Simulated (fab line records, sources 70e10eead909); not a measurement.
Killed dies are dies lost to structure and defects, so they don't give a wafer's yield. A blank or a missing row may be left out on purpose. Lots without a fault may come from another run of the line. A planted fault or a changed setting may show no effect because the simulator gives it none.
fab line records | flow nand_harc
record lots=12 wafers=36 last_day=33
route steps=1302 shown A_CONTACT@1084 A_BLC@1116 END@1302
lots that met no fault: from a run of the same line without faults
start_h: hours from the record's first day to the start of the lot's first wafer shown | wait_h: hours since the lot's step before | " the same as in the row above | L1.1+2: a row that stands for several wafers | - no value, or no start given | * or withheld: withheld | < > ~ a bound
route shown NAME@n: a module of which the file shows steps, and the number in the route of the first | usual: mean/standard deviation of fault-free wafers | same: alike in all rows | chamber/n: place in a boat | sites: the reading at each site | _std_site: their standard deviation | _edge_site: outer sites' mean less inner sites' | radius_mm: how far each site lies from the wafer's centre | mask NAME#n: copy n | behind: the tool/chamber that last shaped the wafer | hold: why the lot was held/for how many hours/how that ended | device: the transistor (n, p or np) that didn't switch | end of line: the same wafers' tests at the end of the route | a step without rows: its recipe alone | killed: dies lost to structure and defects at the first sort, not the wafer's yield | map: a wafer's dies, x killed, . not, _ none there
set.NAME: the setting as run; set.NAME@STEP: as run at that earlier step | model.NAME: the simulator's own value behind a step, which no gauge read
steps of the route over a sample of lots; a table a step, a row a wafer
services: from which hour (start_h, from the record's first day; less than 0 if before it) a tool's chamber was out of use, for how many hours, and why
## steps
# step NHARC_A_CONTACT_ETCH_30
# recipe target_depth_a=726 time_s=36.3 cf4_flow_sccm=100 chf3_flow_sccm=30 ar_flow_sccm=0 rf_w=500 bias_w=200 chemistry=CF4/CHF3
# usual cf4_flow_sccm=99.99/0.29 drypump_motor_current_A=5.8/0.47 oes_product_au=0.936/0.02 rf_vpp_V=370.9/2.4 showerhead_plenum_p_Torr=1.58/0.066 throttle_valve_pct=16.803/0.0097
# columns lot.wafer tool chamber start_h wait_h cf4_flow_sccm drypump_motor_current_A oes_product_au rf_hours_counter_h rf_vpp_V showerhead_plenum_p_Torr throttle_valve_pct
L659.1 rie_diel-04 1 - - 99.65 4.8 0.923 52 368.6 1.51 16.789
L659.5 " 3 " " 100.33 5.4 0.926 - 368.6 1.54 16.808
L659.6 " 0 " " 99.52 5.4 0.924 - 367.1 1.46 16.813
L662.2 rie_diel-12 0 - - 99.73 6.1 0.921 15 370.7 1.57 16.812
L662.1 " 3 " " 99.97 6.6 0.922 16 373.0 1.61 16.801
L662.6 " 0 " " 100.23 6.0 0.923 - 371.2 1.57 16.786
L663.1 rie_diel-04 3 - - 100.21 5.4 0.937 10 369.2 1.53 16.811
L663.2 " 0 " " 100.27 5.4 0.918 11 375.0 1.70 16.813
L663.6 " 1 " " 100.11 4.9 0.934 - 369.1 1.50 16.794
L665.1 rie_diel-04 2 - - 99.50 6.0 0.920 16 366.9 1.48 16.793
L665.5 " 0 " " 100.48 5.4 0.911 - 374.8 1.70 16.804
L665.6 " 1 " " 99.76 4.8 0.925 - 368.6 1.50 16.804
L673.3 rie_diel-04 1 - - 100.03 4.8 0.921 32 367.7 1.50 16.817
L673.4 " 2 " " 100.14 6.0 0.924 33 368.8 1.48 16.809
L673.6 " 0 " " 100.05 5.4 0.931 - 375.7 1.69 16.810
L674.3 rie_diel-12 3 - - 99.96 6.5 0.951 9 371.3 1.61 16.817
L674.2 " 0 " " 100.06 6.1 0.978 9 369.4 1.57 16.797
L674.6 " 0 " " 100.56 6.1 0.992 - 370.4 1.57 16.810
L675.1 rie_diel-04 3 - - 99.85 5.4 0.931 52 369.0 1.52 16.790
L675.4 " 2 " " 99.97 6.1 0.930 52 367.0 1.48 16.800
L675.5 " 0 " " 99.43 5.4 0.931 - 371.9 1.69 16.806
L676.2 rie_diel-12 2 - - 99.87 5.6 0.928 12 371.2 1.56 16.818
L676.3 " 3 " " 100.04 6.5 0.917 13 371.9 1.61 16.803
L676.4 " 0 " " 100.38 6.0 0.921 14 370.0 1.57 16.816
L677.2 rie_diel-07 2 - - 100.13 6.2 0.980 14 373.4 1.68 16.816
L677.6 " 3 " " 99.91 5.9 0.966 - 367.9 1.48 16.798
L677.4 " 2 " " 99.82 6.2 0.977 - 374.3 1.68 16.818
L678.1 rie_diel-12 0 - - 99.67 6.1 0.926 14 370.9 1.57 16.794
L678.5 " 0 " " 99.43 6.1 0.929 - 373.1 1.57 16.823
L678.6 " 1 " " 99.84 5.7 0.920 - 373.5 1.64 16.812
L680.1 rie_diel-12 0 - - 99.71 6.0 0.933 19 371.3 1.56 16.804
L680.6 " 3 " " 100.13 6.6 0.906 - 373.2 1.60 16.820
L680.5 " 0 " " 99.92 6.1 0.927 - 370.7 1.57 16.789
L681.2 rie_diel-12 1 - - 99.79 5.7 0.926 18 372.4 1.64 16.813
L681.4 " 0 " " 100.07 6.0 0.923 23 370.4 1.56 16.803
L681.6 " 2 " " 99.65 5.6 0.926 - 370.2 1.55 16.795
# step NHARC_A_CONTACT_ETCH_92
# recipe target_depth_a=400 over_etch_frac=0.5 time_s=85.7 ion_energy_ev=120 ch3f_flow_sccm=50 o2_flow_sccm=30 ar_flow_sccm=200 rf_w=500 bias_w=100 chemistry=CH3F/O2
# usual drypump_motor_current_A=5.9/0.42 oes_product_au=0.935/0.024 rf_vpp_V=244.5/1.6 showerhead_plenum_p_Torr=2.48/0.098 throttle_valve_pct=20.664/0.0087
# columns lot.wafer tool chamber start_h wait_h drypump_motor_current_A oes_product_au rf_hours_counter_h rf_vpp_V showerhead_plenum_p_Torr throttle_valve_pct
L659.1 rie_diel-12 3 522.76 0.6 6.6 0.929 9 244.2 2.52 20.658
L659.6 " 0 " " 6.1 0.924 - 245.2 2.46 20.672
L659.5 " 1 " " 5.7 0.915 - 244.5 2.58 20.671
L662.2 rie_diel-12 3 567.56 0.5 6.6 0.935 16 245.4 2.52 20.666
L662.1 " 2 " " 5.6 0.930 17 244.2 2.44 20.668
L662.6 " 3 " " 6.6 0.924 - 245.9 2.52 20.659
L663.2 rie_diel-12 0 585.94 0.5 6.0 0.922 16 243.4 2.46 20.667
L663.1 " 1 " " 5.7 0.932 18 245.8 2.57 20.662
L663.6 " 1 " " 5.7 0.931 - 244.6 2.57 20.659
L665.1 rie_diel-12 3 597.94 0.5 6.6 0.999 21 245.7 2.52 20.679
L665.6 " 0 " " 6.0 0.991 - 243.4 2.45 20.674
L665.5 " 1 " " 5.7 0.994 - 244.7 2.57 20.657
L673.4 rie_diel-07 2 646.26 0.4 6.2 0.918 68 246.6 2.63 20.661
L673.3 " 1 " " 5.4 0.923 61 246.2 2.49 20.659
L673.6 " 3 " " 5.8 0.924 - 241.5 2.32 20.659
L674.3 rie_diel-07 0 677.21 0.4 6.4 0.919 5 246.9 2.66 20.667
L674.2 " 1 " " 5.4 0.914 6 245.2 2.49 20.668
L674.6 " 0 " " 6.4 0.929 - 247.3 2.66 20.666
L675.1 rie_diel-07 2 698.32 0.5 6.2 0.992 13 247.3 2.63 20.665
L675.4 " 0 " " 6.4 1.005 15 247.0 2.65 20.655
L675.5 " 2 " " 6.2 0.992 - 246.4 2.63 20.670
L676.4 rie_diel-12 1 699.65 0.4 5.7 0.921 13 245.8 2.56 20.669
L676.3 " 2 " " 5.6 0.933 13 243.9 2.43 20.672
L676.2 " 3 " " 6.6 0.927 13 245.2 2.51 20.657
L677.2 rie_diel-04 1 702.35 0.5 4.9 0.922 54 242.2 2.33 20.652
L677.4 " 0 " " 5.4 0.921 54 245.4 2.64 20.672
L677.6 " 2 " " 6.0 0.910 - 242.2 2.30 20.673
L678.1 rie_diel-12 2 705.40 0.9 5.6 0.927 14 242.9 2.43 20.654
L678.5 " 2 " " 5.6 0.922 - 244.1 2.43 20.673
L678.6 " 3 " " 6.5 0.915 - 246.2 2.51 20.672
L680.1 rie_diel-12 2 734.57 0.5 5.6 0.935 19 243.7 2.43 20.643
L680.6 " 0 " " 6.0 0.923 - 243.4 2.44 20.652
L680.5 " 2 " " 5.6 0.930 - 243.8 2.43 20.663
L681.4 rie_diel-12 0 751.21 0.4 6.1 0.931 23 243.6 2.44 20.669
L681.2 " 2 " " 5.6 0.947 23 242.4 2.43 20.668
L681.6 " 3 " " 6.5 0.932 - 244.4 2.51 20.660
# step NHARC_A_BLC_DEVELOP_09
# recipe develop_time_s=35 dev_temp_c=23
# columns lot.wafer tool chamber start_h wait_h
L659.1+5+6 litho_track-01 0 525 -
L662.1+2+6 litho_track-06 0 570 -
L663.1+2+6 litho_track-06 0 589 -
L665.1+5+6 litho_track-06 0 601 -
L673.3+4+6 litho_track-04 0 649 -
L674.2+3+6 litho_track-04 0 680 -
L675.1+4+5 litho_track-01 0 702 -
L676.2+3+4 litho_track-06 0 702 -
L677.2+4+6 litho_track-01 0 708 -
L678.1+5+6 litho_track-01 0 709 -
L680.1+5+6 litho_track-01 0 737 -
L681.2+4+6 litho_track-04 0 754 -
# step NHARC_A_BLC_CD_MEAS_10
# recipe target_cd_nm=100 landing_energy_ev=500
# usual cd_nm=99.7/0.51
# columns lot.wafer tool chamber start_h wait_h cd_nm
L659.1 cd_sem-01 0 525.75 - 99.6
L659.5 " 0 " " 99.5
L659.6 " 0 " " 98.6
L662.1 cd_sem-02 0 570.71 - 99.6
L662.2 " 0 " " 100.0
L662.6 " 0 " " 100.4
L663.1 cd_sem-02 0 589.09 - 98.1
L663.2 " 0 " " 99.7
L663.6 " 0 " " 97.2
L665.1 cd_sem-01 0 601.25 - 97.7
L665.5 " 0 " " 97.7
L665.6 " 0 " " 98.0
L673.3 cd_sem-01 0 649.50 - 99.3
L673.4 " 0 " " 100.2
L673.6 " 0 " " 99.4
L674.2 cd_sem-01 0 680.36 - 100.4
L674.3 " 0 " " 100.7
L674.6 " 0 " " 100.7
L675.1 cd_sem-03 0 702.22 - 99.8
L675.4 " 0 " " 101.0
L675.5 " 0 " " 100.0
L676.2 cd_sem-03 0 702.81 - 99.0
L676.3 " 0 " " 98.3
L676.4 " 0 " " 98.8
L677.2 cd_sem-03 0 708.41 - 99.6
L677.4 " 0 " " 99.5
L677.6 " 0 " " 99.7
L678.1 cd_sem-02 0 709.30 - 100.1
L678.5 " 0 " " 99.9
L678.6 " 0 " " 100.0
L680.1 cd_sem-02 0 737.70 - 99.5
L680.5 " 0 " " 99.9
L680.6 " 0 " " 99.5
L681.2 cd_sem-01 0 754.47 - 99.5
L681.4 " 0 " " 99.3
L681.6 " 0 " " 99.5
# step NHARC_A_BLC_OVL_MEAS_11
# usual overlay_x_nm=-0.3/0.86 overlay_y_nm=0.0/0.83
# columns lot.wafer tool chamber start_h wait_h overlay_x_nm overlay_y_nm
L659.1 overlay-02 - 525.84 - 0.4 -0.2
L659.5 " - " " 0.2 -1.0
L659.6 " - " " 0.0 -0.3
L662.1 overlay-02 - 570.80 - -1.0 0.9
L662.2 " - " " -1.4 0.5
L662.6 " - " " -1.5 0.7
L663.1 overlay-01 - 589.18 - 0.3 -1.4
L663.2 " - " " 1.0 -1.5
L663.6 " - " " 0.4 -1.0
L665.1 overlay-02 - 601.34 - 0.4 0.7
L665.5 " - " " 1.1 0.4
L665.6 " - " " 0.9 0.5
L673.3 overlay-02 - 649.58 - -0.4 0.6
L673.4 " - " " -0.1 0.2
L673.6 " - " " 0.6 0.0
L674.2 overlay-01 - 680.45 - 0.6 0.5
L674.3 " - " " 1.0 0.7
L674.6 " - " " 1.0 0.7
L675.1 overlay-01 - 702.30 - -0.9 0.3
L675.4 " - " " -0.9 0.0
L675.5 " - " " -0.4 -0.5
L676.2 overlay-02 - 702.89 - -2.6 1.4
L676.3 " - " " -2.0 1.5
L676.4 " - " " -2.2 1.6
L677.2 overlay-01 - 708.50 - 1.1 0.8
L677.4 " - " " 1.3 0.5
L677.6 " - " " 0.7 0.3
L678.1 overlay-01 - 709.39 - 0.0 1.5
L678.5 " - " " -0.3 1.2
L678.6 " - " " 0.2 0.7
L680.1 overlay-02 - 737.79 - -0.5 0.8
L680.5 " - " " -1.1 0.5
L680.6 " - " " -0.8 0.5
L681.2 overlay-02 - 754.56 - -0.7 -0.5
L681.4 " - " " -0.3 -0.3
L681.6 " - " " -0.6 0.0
# step NHARC_END_SORT_01
# recipe temp_c=25
# usual killed_at_array=56/19 killed_at_other=1.0/1.5 killed_at_periphery=3.4/2.4 killed_dies=60/19 killed_open=3.3/1.8 killed_short=2.4/1.7
# same gross_dies=677
# columns lot.wafer tool chamber start_h wait_h killed_at_array killed_at_other killed_at_periphery killed_dies killed_open killed_short
L674.2 prober-01 0 724.70 2.8 27 1 7 35 3 4
L674.3 prober-01 0 725.48 3.1 43 4 5 52 1 5
L674.6 prober-01 0 727.83 3.9 35 1 5 41 2 0
L675.1 prober-02 0 747.18 2.5 45 0 1 46 1 2
L675.4 prober-02 0 749.54 3.4 51 2 1 54 1 1
L675.5 prober-02 0 750.33 3.7 38 0 4 42 3 4
# killed by level:class
L674.2 A_SLIT:chamber_film_flake=15 A_CHANNEL_HOLE_D1:chamber_film_flake=3 P_BONDPAD:chamber_film_flake=2 P_GATE:geometric_particle:open=1 P_M1:geometric_particle:open=1 A_SOURCE_PLATE:geometric_particle:short=1 A_ONON_D2:geometric_particle:short=1 A_CHANNEL_FILL_D2:geometric_particle:short=1
L674.3 A_SLIT:chamber_film_flake=22 A_CHANNEL_HOLE_D1:chamber_film_flake=6 THIN_TSV:chamber_film_flake=4 A_CONTACT:chamber_film_flake=4 P_BONDPAD:chamber_film_flake=3 A_ONON_D1:geometric_particle:short=2 A_DECK1_JOINT:chamber_film_flake=2 A_SOURCE_PLATE:geometric_particle:short=1
L674.6 A_SLIT:chamber_film_flake=18 A_CHANNEL_HOLE_D1:chamber_film_flake=9 P_BONDPAD:chamber_film_flake=5 A_CONTACT:chamber_film_flake=5 A_ONON_D2:geometric_particle:open=1 A_BLC:geometric_particle:open=1 A_ZERO_WELL:chamber_film_flake=1 THIN_TSV:chamber_film_flake=1
L675.1 A_SLIT:chamber_film_flake=24 A_CHANNEL_HOLE_D1:chamber_film_flake=6 A_CONTACT:chamber_film_flake=6 A_M0:chamber_film_flake=3 A_CHANNEL_FILL_D1:chamber_film_flake=2 A_ONON_D2:geometric_particle:short=1 A_SGD_CUT:geometric_particle:open=1 A_CONTACT:geometric_particle:short=1
L675.4 A_SLIT:chamber_film_flake=27 A_CHANNEL_HOLE_D1:chamber_film_flake=13 A_M0:chamber_film_flake=3 A_CHANNEL_FILL_D1:chamber_film_flake=2 A_CONTACT:chamber_film_flake=2 THIN_TSV:chamber_film_flake=2 A_ONON_D2:geometric_particle:open=1 A_CHANNEL_FILL_D2:geometric_particle:short=1
L675.5 A_SLIT:chamber_film_flake=22 A_CHANNEL_HOLE_D1:chamber_film_flake=9 P_M0:geometric_particle:open=2 A_STAIRCASE:chamber_film_flake=2 P_STI:geometric_particle:short=1 P_GATE:geometric_particle:open=1 A_CHANNEL_FILL_D1:geometric_particle:short=1 A_CHANNEL_HOLE_D2:geometric_particle:short=1
## services
# columns tool chamber start_h hours kind
rie_diel-04 2 502.68 5.3 repair
rie_diel-12 0 503.52 - clean
rie_diel-12 1 503.52 - clean
rie_diel-12 2 503.52 - clean
rie_diel-12 3 503.52 - clean
litho_track-01 - 505.00 7.0 pm
rie_diel-12 - 506.15 12.8 repair
rie_diel-12 0 528.02 - clean
rie_diel-04 2 528.93 13.7 repair
litho_track-06 - 529.00 7.0 pm
rie_diel-04 - 544.82 9.0 pm
rie_diel-07 3 569.64 11.1 repair
rie_diel-12 0 580.54 3.8 repair
rie_diel-12 - 622.56 9.0 pm
rie_diel-07 - 648.24 9.0 pm
litho_track-01 - 680.00 7.0 pm
litho_track-06 - 704.00 7.0 pm
rie_diel-12 1 719.57 3.3 repair
rie_diel-12 2 720.50 7.4 repair
rie_diel-04 - 721.82 9.0 pm
rie_diel-12 0 723.05 6.6 repair
rie_diel-07 1 723.88 8.8 repair
litho_track-04 - 728.00 7.0 pm
rie_diel-07 0 730.48 4.2 repair
## key
first_sign step=NHARC_A_BLC_CD_MEAS_10 reading=cd_nm direction=down sigmas=3.8 usual=99.7 struck=97.7
effect none on later readings
met_at NHARC_A_BLC_DEVELOP_09
struck_lots L663,L665
struck_wafers L663.1,L663.6,L665.1,L665.5,L665.6
tester_left_out L663,L665
not_acting_at NHARC_A_CONTACT_ETCH_30,NHARC_A_CONTACT_ETCH_92,NHARC_A_BLC_OVL_MEAS_11
onset_between 570 589
fault kind=process_parameter_drift tool=litho_track-06 chamber=- onset_h=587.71 steps=NHARC_A_BLC_DEVELOP_09 channel=develop_time_s offset=* shape=step end_h=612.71 scope=struck_wafers_only acts_in=* stated=*
# tester_left_out: of these lots the tester's yield and bins aren't shown, on N5 and GAA mostly nor the transistor test; their killed dies are dies lost to structure and defects alone, not to doping, threshold or leakage, so they don't give the yield
